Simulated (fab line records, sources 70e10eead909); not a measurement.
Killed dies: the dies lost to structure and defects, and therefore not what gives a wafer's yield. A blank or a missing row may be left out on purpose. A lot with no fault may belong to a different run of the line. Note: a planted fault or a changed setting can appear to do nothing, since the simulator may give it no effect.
Matching of chambers | flow nand-harc | 4 sister chambers for NHARC_P_BONDPAD_ETCH_37 on rie-diel-11
The step etches the open film in N2/H2, target depth 60 nm, overetch 18 nm, time 65.91 s. 14 wafers are shown with their chamber, then 7 later ones without.

== WAFERS WITH THEIR CHAMBER ==
wafer  | chamber | rf-vpp-V (V) | h2-flow-sccm (sccm) | oes-product-au (a.u.)
L100.1 | 0       | 433.7        | 149.8               | 1.003
L100.2 | 3       | 434.1        | 150.7               | 0.994
L100.5 | 3       | 434.6        | 150.0               | 0.987
L101.1 | 3       | 432.4        | 150.3               | 1.003
L101.2 | 1       | 431.4        | 149.3               | 1.001
L101.3 | 0       | 434.8        | 149.6               | 1.005
L104.1 | 1       | 432.2        | 149.8               | 0.999
L104.5 | 1       | 430.8        | 149.8               | 0.988
L104.6 | 0       | 435.5        | 149.7               | 0.988
L107.1 | 0       | 432.6        | 150.0               | 1.000
L107.2 | 2       | 427.1        | 149.4               | 0.993
L107.6 | 2       | 426.2        | 149.7               | 0.995
L108.1 | 2       | 429.3        | 150.7               | 1.007
L108.2 | 1       | 430.3        | 149.3               | 1.009

SIGNATURES, as means of the wafers listed above
reading        | chamber 0 | chamber 1 | chamber 2 | chamber 3 | scatter within a chamber
rf-vpp-V       | 434.150   | 431.175   | 427.533   | 433.700   | 1.21
h2-flow-sccm   | 149.775   | 149.550   | 149.933   | 150.333   | 0.389
oes-product-au | 0.99900   | 0.99925   | 0.99833   | 0.99467   | 0.00801
Rule: distance of a wafer from a chamber = root of the sum over the readings of ((wafer's reading minus chamber's mean) / reading's scatter) squared. If the next closest chamber is less than 2 further off than the closest, the wafer can't be placed; otherwise it belongs to the closest. The scatter: the root of (the sum of the squares of (reading less its chamber's mean) over the shown wafers, divided by (wafers less chambers)).

== WAFERS MISSING THEIR CHAMBER ==
wafer  | rf-vpp-V (V) | h2-flow-sccm (sccm) | oes-product-au (a.u.)
L108.6 | 431.4        | 149.9               | 0.994
L115.1 | 425.9        | 150.2               | 0.986
L115.3 | 435.8        | 149.9               | 1.010
L115.4 | 435.8        | 150.2               | 1.001
L117.1 | 435.1        | 149.7               | 0.996
L117.2 | 426.7        | 149.8               | 0.989
L117.5 | 433.5        | 149.4               | 0.992

== THE CHAMBER EACH PASSED THROUGH ==
wafer  | from the rows above          | in truth
L108.6 | can't be placed: 1 or 3 or 0 | 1
L115.1 | 2                            | 2
L115.3 | can't be placed: 0 or 3      | 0
L115.4 | can't be placed: 0 or 3      | 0
L117.1 | can't be placed: 0 or 3      | 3
L117.2 | 2                            | 2
L117.5 | can't be placed: 0 or 1 or 3 | 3
Correctly placed: 2 of 7. These rows do not allow placing 5 (true chamber among the candidates in 5). 0 placed wrongly.
